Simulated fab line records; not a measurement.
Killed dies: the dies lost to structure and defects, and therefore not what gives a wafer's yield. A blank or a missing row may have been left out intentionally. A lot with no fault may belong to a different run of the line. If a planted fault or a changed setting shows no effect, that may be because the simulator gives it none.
fab line records -- flow n5_finfet
record lots=7, wafers=21
route steps=1938 shown HKMG_FIN@392 GATE_CUT@510 MOL_CONTACT_COAG@570 BEOL_M0_SAQP@635
start_h: hours from the record's first day to the start of the lot's first wafer shown -- wait_h: hours since the lot's step before -- " the same as in the row above -- L1.1+2: several wafers, shown together as one row -- - either no value or no given start -- * or withheld: withheld -- < > ~ a bound
route shown NAME@n: NAME is a module with steps in the file, n the number in the route of the first one -- usual: the fault-free wafers' mean and standard deviation -- same: alike in all rows -- chamber/n: place in a boat -- sites: readings site by site -- _std_site: their standard deviation -- _edge_site: inner sites' mean taken away from outer sites' mean -- radius_mm: for every site, how far away it sits from the centre of the wafer -- mask NAME#n: copy n -- behind: the most recent tool/chamber to have shaped the wafer -- hold: what put the lot on hold/how long, in hours/how the hold closed -- device: whichever transistor did not switch (one of n, p or np) -- end of line: the same wafers' tests at the end of the route -- where a step has no rows: the recipe by itself -- killed: dies lost to structure and defects at the first sort, not the wafer's yield -- map: a wafer's dies, marking killed ones x, the rest . and places with no die _
set.NAME: the setting that was run; set.NAME@STEP: the one run at that earlier step -- model.NAME: the simulator's own value behind a step, which no gauge read
lots where settings were altered on purpose, with a table for each step and a row for each wafer
## steps
# step N5_HKMG_FIN_COAT_43
# recipe resist=CAR-ArF, spin_rpm=1500, resist_thk_nm=90
lot.wafer,tool,chamber,start_h,wait_h,set.spin_rpm,model.CAR-ArF_of_HKMG_FIN_COAT_43.thk_nm
L078.4+5,litho_track-04,0,-,-,1544,89
L078.6,litho_track-04,0,-,-,1500,90.4
L080.1,litho_track-04,0,-,-,1387,93.4
L080.2,litho_track-04,0,-,-,1387,93.8
L080.6,litho_track-04,0,-,-,1500,90.2
L081.1,litho_track-04,0,-,-,1419,92.6
L081.3,litho_track-04,0,-,-,1500,90.8
L081.5,litho_track-04,0,-,-,1500,90.4
L083.1+2,litho_track-04,0,-,-,1500,90.4
L083.4,litho_track-04,0,-,-,1405,93.6
L084.2,litho_track-04,0,-,-,1500,90
L084.5+6,litho_track-04,0,-,-,1500,90.2
L088.1,litho_track-02,0,-,-,1500,90
L088.3,litho_track-02,0,-,-,1500,90.2
L088.4,litho_track-02,0,-,-,1658,86
L091.1,litho_track-02,0,-,-,1500,89.8
L091.4+6,litho_track-02,0,-,-,1500,89.6
# step N5_HKMG_FIN_EBR_45
# recipe solvent=PGMEA, ebr_width_mm=1.5
# step N5_HKMG_FIN_SOFTBAKE_44
# recipe temp_c=110, time_s=60, resist=CAR-ArF
# step N5_HKMG_FIN_EXPOSE_46
# recipe mask_id=NDIPOLE, na=1.35, source_shape=conventional, sigma_outer=0.8, polarization=unpolarized, dose_mj=40
# step N5_HKMG_FIN_PEB_47
# recipe peb_temp_c=withheld, peb_time_s=60, resist=CAR-ArF
# step N5_HKMG_FIN_DEVELOP_48
# recipe develop_time_s=30, developer=TMAH, resist=CAR-ArF, rinse_liquid=diw, dry=air_spin, dev_temp_c=23
lot.wafer,tool,chamber,start_h,wait_h,set.spin_rpm@HKMG_FIN_COAT_43,model.CAR-ArF_of_HKMG_FIN_COAT_43.thk_nm
L078.4,litho_track-04,0,-,-,1544,87.2
L078.5,litho_track-04,0,-,-,1544,87.4
L078.6,litho_track-04,0,-,-,1500,88.8
L080.1,litho_track-04,0,-,-,1387,91.6
L080.2,litho_track-04,0,-,-,1387,92
L080.6,litho_track-04,0,-,-,1500,88.4
L081.1,litho_track-03,0,-,-,1419,91
L081.3,litho_track-03,0,-,-,1500,89
L081.5,litho_track-03,0,-,-,1500,88.6
L083.1+2,litho_track-02,0,-,-,1500,88.6
L083.4,litho_track-02,0,-,-,1405,91.8
L084.2,litho_track-03,0,-,-,1500,88.2
L084.5+6,litho_track-03,0,-,-,1500,88.4
L088.1+3,litho_track-02,0,-,-,1500,88.4
L088.4,litho_track-02,0,-,-,1658,84.2
L091.1,litho_track-04,0,-,-,1500,88.2
L091.4,litho_track-04,0,-,-,1500,88
L091.6,litho_track-04,0,-,-,1500,87.8
# step N5_HKMG_FIN_DESCUM_53
# recipe chemistry=O2, time_s=7.9, source_power_w=50, bias_power_w=20, pressure_mtorr=20, rf_frequency_hz=2.712e+07, temp_c=40, resist=CAR-ArF, o2_flow_sccm=225
# step N5_HKMG_FIN_ETCH_54
# recipe chemistry=CF4, target=SiARC, target_depth_a=455, mask_material=CAR-ArF, time_s=75.8, ion_energy_ev=80, pressure_mtorr=40, source_w=545, bias_w=36, Ar_flow_sccm=100, cf4_flow_sccm=100, ends=cleared
lot.wafer,tool,chamber,start_h,wait_h,set.spin_rpm@HKMG_FIN_COAT_42,set.spin_rpm@HKMG_FIN_COAT_43,model.etch.depth_nm,model.CAR-ArF_of_HKMG_FIN_COAT_43.thk_nm
L078.4,rie_diel-02,3,95.04,0.0,1420,1544,35.91,49
L078.5,rie_diel-02,2,95.04,0.0,1420,1544,35.98,49
L078.6,rie_diel-02,0,95.04,0.0,1420,1500,35.98,50.4
L080.1,rie_diel-02,0,111.77,0.0,1651,1387,33.41,55.6
L080.2,rie_diel-02,3,111.77,0.0,1500,1387,35.18,54.4
L080.6,rie_diel-02,3,111.77,0.0,1500,1500,35.12,50.8
L081.1,rie_diel-02,2,114.68,0.0,1500,1419,35.04,53.4
L081.3,rie_diel-02,0,114.68,0.0,1500,1500,35.07,51.6
L081.5,rie_diel-02,2,114.68,0.0,1395,1500,36.36,50
L083.1,rie_diel-02,1,127.60,0.0,1500,1500,35.31,51
L083.2,rie_diel-02,0,127.60,0.0,1500,1500,35.21,51
L083.4,rie_diel-02,3,127.60,0.0,1500,1405,35.26,54.2
L084.2,rie_diel-01,0,133.95,0.0,1500,1500,35.08,50.8
L084.5,rie_diel-01,0,133.95,0.0,1500,1500,35.01,51
L084.6,rie_diel-01,1,133.95,0.0,1500,1500,35.15,50.8
L088.1,rie_diel-01,2,157.48,0.0,1362,1500,36.69,49.4
L088.3,rie_diel-01,0,157.48,0.0,1362,1500,36.7,49.4
L088.4,rie_diel-01,3,157.48,0.0,1500,1658,34.97,46.8
L091.1,rie_diel-05,0,175.77,0.0,1500,1500,35.06,50.6
L091.4,rie_diel-05,3,175.77,0.0,1500,1500,34.96,50.4
L091.6,rie_diel-05,0,175.77,0.0,1500,1500,35.01,50.4
# step N5_HKMG_FIN_ETCH_55
# recipe chemistry=N2/H2, target=SOC, target_depth_a=2400, temp_c=40, time_s=300, ion_energy_ev=200, mask_material=SiARC, pressure_mtorr=30, source_w=840, bias_w=150, n2_flow_sccm=200, h2_flow_sccm=200
lot.wafer,tool,chamber,start_h,wait_h,set.spin_rpm@HKMG_FIN_COAT_42,model.SiARC_of_HKMG_FIN_COAT_42.thk_nm
L078.4+6,rie_diel-02,"3,0",95.16,0.1,1420,22.2
L078.5,rie_diel-02,2,95.16,0.1,1420,21.8
L080.1,rie_diel-02,0,111.82,0.0,1651,19.4
L080.2+6,rie_diel-02,3,111.82,0.0,1500,21.2
L081.1,rie_diel-02,2,114.74,0.0,1500,20.8
L081.3,rie_diel-02,0,114.74,0.0,1500,21.2
L081.5,rie_diel-02,2,114.74,0.0,1395,22
L083.1+4,rie_diel-02,"1,3",127.66,0.0,1500,21.4
L083.2,rie_diel-02,0,127.66,0.0,1500,21.2
L084.2,rie_diel-01,0,134.01,0.0,1500,21.4
L084.5,rie_diel-01,0,134.01,0.0,1500,21.2
L084.6,rie_diel-01,1,134.01,0.0,1500,20.8
L088.1,rie_diel-01,2,157.54,0.0,1362,23.4
L088.3,rie_diel-01,0,157.54,0.0,1362,22.8
L088.4,rie_diel-01,3,157.54,0.0,1500,21
L091.1,rie_diel-05,0,175.83,0.0,1500,20.8
L091.4+6,rie_diel-05,"3,0",175.83,0.0,1500,20.6
# step N5_HKMG_FIN_PEB_10
# recipe peb_temp_c=withheld, peb_time_s=60, resist=CAR-ArF
lot.wafer,tool,chamber,start_h,wait_h,set.peb_time_s
L078.4+6,litho_track-02,0,98.27,0.0,65.24
L078.5,litho_track-02,0,98.27,0.0,60
L080.1+6,litho_track-03,0,114.82,0.1,52.46
L080.2,litho_track-03,0,114.82,0.1,60
L081.1+5,litho_track-04,0,117.76,0.1,64.85
L081.3,litho_track-04,0,117.76,0.1,60
L083.1,litho_track-02,0,130.85,0.1,53.96
L083.2+4,litho_track-02,0,130.85,0.1,60
L084.2+5+6,litho_track-02,0,137.14,0.0,60
L088.1+3+4,litho_track-02,0,160.74,0.1,60
L091.1+4,litho_track-02,0,179.29,0.1,60
L091.6,litho_track-02,0,179.29,0.1,64.15
# step N5_HKMG_FIN_DEVELOP_11
# recipe develop_time_s=30, developer=TMAH, resist=CAR-ArF, dev_temp_c=23, rinse_liquid=diw, dry=air_spin
# step N5_HKMG_FIN_CD_MEAS_12
# recipe target_cd_nm=92.8, landing_energy_ev=500, detector=se_inlens
# usual cd_nm=93.4/0.61
lot.wafer,tool,chamber,start_h,wait_h,set.peb_time_s@HKMG_FIN_PEB_10,cd_nm
L078.4,cd_sem-01,0,98.34,-,65.24,96.6
L078.5,cd_sem-01,0,98.34,-,60,93.5
L078.6,cd_sem-01,0,98.34,-,65.24,96.8
L080.1,cd_sem-01,0,114.89,-,52.46,88.4
L080.2,cd_sem-01,0,114.89,-,60,93.1
L080.6,cd_sem-01,0,114.89,-,52.46,88.8
L081.1,cd_sem-01,0,117.83,-,64.85,96.3
L081.3,cd_sem-01,0,117.83,-,60,93.1
L081.5,cd_sem-01,0,117.83,-,64.85,94.6
L083.1,cd_sem-01,0,130.92,-,53.96,89.8
L083.2,cd_sem-01,0,130.92,-,60,92.9
L083.4,cd_sem-01,0,130.92,-,60,92.8
L084.2,cd_sem-01,0,137.21,-,60,93.8
L084.5,cd_sem-01,0,137.21,-,60,93.3
L084.6,cd_sem-01,0,137.21,-,60,92.9
L088.1,cd_sem-02,0,160.81,-,60,93.6
L088.3,cd_sem-02,0,160.81,-,60,92.8
L088.4,cd_sem-02,0,160.81,-,60,94.1
L091.1,cd_sem-03,0,179.36,-,60,93.3
L091.4,cd_sem-03,0,179.36,-,60,93.8
L091.6,cd_sem-03,0,179.36,-,64.15,95.1
# step N5_HKMG_FIN_DESCUM_17
# recipe chemistry=O2, time_s=7.9, source_power_w=50, bias_power_w=20, pressure_mtorr=20, rf_frequency_hz=2.712e+07, temp_c=40, resist=CAR-ArF, o2_flow_sccm=225
lot.wafer,tool,chamber,start_h,wait_h,set.peb_time_s@HKMG_FIN_PEB_10,model.HKMG_FIN.cd_nm
L078.4,rie_diel-02,3,98.48,0.1,65.24,96.6
L078.5,rie_diel-02,2,98.48,0.1,60,93
L078.6,rie_diel-02,0,98.48,0.1,65.24,96.4
L080.1,rie_diel-01,2,114.98,0.0,52.46,88.4
L080.2,rie_diel-01,0,114.98,0.0,60,93.2
L080.6,rie_diel-01,1,114.98,0.0,52.46,88.8
L081.1,rie_diel-01,0,118.59,0.7,64.85,96.2
L081.3,rie_diel-01,1,118.59,0.7,60,93.4
L081.5,rie_diel-01,3,118.59,0.7,64.85,94.8
L083.1,rie_diel-01,2,131.02,0.0,53.96,90
L083.2,rie_diel-01,1,131.02,0.0,60,93.2
L083.4,rie_diel-01,0,131.02,0.0,60,93
L084.2,rie_diel-01,2,137.30,0.0,60,93.6
L084.5,rie_diel-01,3,137.30,0.0,60,93
L084.6,rie_diel-01,2,137.30,0.0,60,92.8
L088.1+4,rie_diel-01,"0,3",160.89,0.0,60,93.8
L088.3,rie_diel-01,1,160.89,0.0,60,92.6
L091.1,rie_diel-02,2,180.06,0.7,60,93.2
L091.4,rie_diel-02,0,180.06,0.7,60,93.6
L091.6,rie_diel-02,1,180.06,0.7,64.15,95.2
# step N5_GATE_CUT_ALD_22
# recipe material=SiNx, target_thk_a=160, temp_c=400, ald_precursor_family=SiH2I2, ald_co_reactant=N2/H2-plasma, pulse_time_s=1, ald_cycles=320, purge_time_s=2, co_reactant_purge_time_s=2, pressure_torr=2
lot.wafer,tool,chamber,start_h,wait_h,set.ald_cycles,model.SiNx_of_GATE_CUT_ALD_22.thk_nm
L078.4,ald_sin-01,1,107.70,0.0,320,16.2
L078.5+6,ald_sin-01,"1,2",107.70,0.0,303,15.2
L080.1+6,ald_sin-03,0,124.49,0.0,320,16
L080.2,ald_sin-03,2,124.49,0.0,277,13.8
L081.1,ald_sin-03,2,127.66,0.0,350,17.6
L081.3,ald_sin-03,1,127.66,0.0,320,16
L081.5,ald_sin-03,2,127.66,0.0,350,17.4
L083.1,ald_sin-01,1,139.95,0.0,343,17.2
L083.2,ald_sin-01,0,139.95,0.0,343,17
L083.4,ald_sin-01,3,139.95,0.0,320,16
L084.2+5+6,ald_sin-04,"2,0,2",146.97,0.0,320,16
L088.1+3+4,ald_sin-04,"3,2,0",170.16,0.0,320,16
L091.1+6,ald_sin-04,"2,1",190.43,0.0,320,16
L091.4,ald_sin-04,0,190.43,0.0,320,15.8
# step N5_MOL_CONTACT_COAG_EXPOSE_81
# recipe mask_id=VG, na=0.33, source_shape=annular, sigma_inner=0.3, sigma_outer=0.7, polarization=unpolarized, defocus_nm=0, dose_mj=59.5
lot.wafer,tool,chamber,start_h,wait_h,mask,set.dose_mj
L078.4+5,euv_scanner-01,0,122.25,-,VG#0,59.5
L078.6,euv_scanner-01,0,122.25,-,VG#0,55.71
L080.1+6,euv_scanner-02,0,140.00,-,VG#0,58.36
L080.2,euv_scanner-02,0,140.00,-,VG#0,59.5
L081.1+3+5,euv_scanner-01,0,142.57,-,VG#0,59.5
L083.1+4,euv_scanner-02,0,152.56,-,VG#0,59.5
L083.2,euv_scanner-02,0,152.56,-,VG#0,56.11
L084.2+5+6,euv_scanner-01,0,159.42,-,VG#0,59.5
L088.1,euv_scanner-02,0,182.80,-,VG#0,59.5
L088.3+4,euv_scanner-02,0,182.80,-,VG#0,63.18
L091.1+6,euv_scanner-01,0,203.52,-,VG#0,59.5
L091.4,euv_scanner-01,0,203.52,-,VG#0,60.65
# step N5_MOL_CONTACT_COAG_PEB_82
# recipe peb_temp_c=100, peb_time_s=60, resist=CAR-EUV
# step N5_MOL_CONTACT_COAG_DEVELOP_83
# recipe develop_time_s=30, developer=TMAH, resist=CAR-EUV, rinse_liquid=surfactant_rinse, dry=air_spin, dev_temp_c=23
# step N5_MOL_CONTACT_COAG_CD_MEAS_84
# recipe target_cd_nm=25.1, landing_energy_ev=500, detector=se_inlens, polarity=opening
# usual cd_nm=25.11/0.26
lot.wafer,tool,chamber,start_h,wait_h,set.dose_mj@MOL_CONTACT_COAG_EXPOSE_81,cd_nm
L078.4,cd_sem-01,0,122.37,-,59.5,24.69
L078.5,cd_sem-01,0,122.37,-,59.5,25.46
L078.6,cd_sem-01,0,122.37,-,55.71,23.47
L080.1,cd_sem-02,0,140.15,-,58.36,24.13
L080.2,cd_sem-02,0,140.15,-,59.5,25.49
L080.6,cd_sem-02,0,140.15,-,58.36,24.55
L081.1,cd_sem-03,0,142.71,-,59.5,25.14
L081.3,cd_sem-03,0,142.71,-,59.5,24.76
L081.5,cd_sem-03,0,142.71,-,59.5,25.45
L083.1,cd_sem-02,0,152.71,-,59.5,25.03
L083.2,cd_sem-02,0,152.71,-,56.11,23.85
L083.4,cd_sem-02,0,152.71,-,59.5,25.29
L084.2,cd_sem-02,0,159.56,-,59.5,25.03
L084.5,cd_sem-02,0,159.56,-,59.5,25.00
L084.6,cd_sem-02,0,159.56,-,59.5,25.10
L088.1,cd_sem-01,0,182.94,-,59.5,25.28
L088.3,cd_sem-01,0,182.94,-,63.18,26.55
L088.4,cd_sem-01,0,182.94,-,63.18,26.46
L091.1,cd_sem-01,0,203.66,-,59.5,24.80
L091.4,cd_sem-01,0,203.66,-,60.65,25.65
L091.6,cd_sem-01,0,203.66,-,59.5,24.86
# step N5_BEOL_M0_SAQP_PECVD_03
# recipe material=SiCN, target_thk_a=120, temp_c=withheld, precursor=3MS/NH3, pressure_torr=3, rf_w=202, time_s=21.1
lot.wafer,tool,chamber,start_h,wait_h,set.time_s,model.SiCN_of_BEOL_M0_SAQP_PECVD_03.thk_nm
L078.4+5+6,pecvd-03,"0,2,1",130.65,0.1,21.1,12
L080.1+2,pecvd-04,"2,1",147.49,0.1,21.1,12
L080.6,pecvd-04,0,147.49,0.1,21.1,12.4
L081.1,pecvd-03,2,151.74,0.1,23.66,13.6
L081.3,pecvd-03,0,151.74,0.1,23.66,13.4
L081.5,pecvd-03,0,151.74,0.1,21.1,12.4
L083.1+2,pecvd-01,"0,2",159.31,0.1,21.1,12
L083.4,pecvd-01,1,159.31,0.1,18.13,10.8
L084.2,pecvd-03,0,169.01,0.1,21.1,11.8
L084.5,pecvd-03,2,169.01,0.1,21.1,12.2
L084.6,pecvd-03,0,169.01,0.1,21.1,12
L088.1,pecvd-01,1,190.45,0.1,21.1,12
L088.3,pecvd-01,0,190.45,0.1,21.1,11.8
L088.4,pecvd-01,0,190.45,0.1,23.2,13.2
L091.1,pecvd-04,0,212.13,0.1,19.63,11
L091.4,pecvd-04,0,212.13,0.1,19.63,11.4
L091.6,pecvd-04,1,212.13,0.1,21.1,12
## key
split step=N5_HKMG_FIN_COAT_43, setting=spin_rpm, stated=1500, by=wafer
response step=N5_HKMG_FIN_COAT_43, reading=model.CAR-ArF_of_HKMG_FIN_COAT_43.thk_nm, change=-0.423, per=1%, r=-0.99
response step=N5_HKMG_FIN_DEVELOP_48, reading=model.CAR-ArF_of_HKMG_FIN_COAT_43.thk_nm, change=-0.433, per=1%, r=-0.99
response step=N5_HKMG_FIN_ETCH_54, reading=model.CAR-ArF_of_HKMG_FIN_COAT_43.thk_nm, slope=-0.425, per=1%, together_with=spin_rpm@HKMG_FIN_COAT_42, explained=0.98
split step=N5_HKMG_FIN_PEB_10, setting=peb_time_s, stated=60, by=wafer
response step=N5_HKMG_FIN_CD_MEAS_12, reading=cd_nm, change=+0.323, per=1%, r=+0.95
response step=N5_HKMG_FIN_DESCUM_17, reading=model.HKMG_FIN.cd_nm, change=+0.332, per=1%, r=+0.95
split step=N5_GATE_CUT_ALD_22, setting=ald_cycles, stated=320, by=wafer
response step=N5_GATE_CUT_ALD_22, reading=model.SiNx_of_GATE_CUT_ALD_22.thk_nm, change=+0.163, per=1%, r=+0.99
split step=N5_MOL_CONTACT_COAG_EXPOSE_81, setting=dose_mj, stated=59.5, by=wafer
response step=N5_MOL_CONTACT_COAG_CD_MEAS_84, reading=cd_nm, change=+0.245, per=1%, r=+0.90
split step=N5_BEOL_M0_SAQP_PECVD_03, setting=time_s, stated=21.1, by=wafer
response step=N5_BEOL_M0_SAQP_PECVD_03, reading=model.SiCN_of_BEOL_M0_SAQP_PECVD_03.thk_nm, change=+0.0989, per=1%, r=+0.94
split outside_this_file step=N5_HKMG_FIN_COAT_42 setting=spin_rpm
# split outside_this_file: this setting was split too, and the file shows its column; the key of that split is in another file
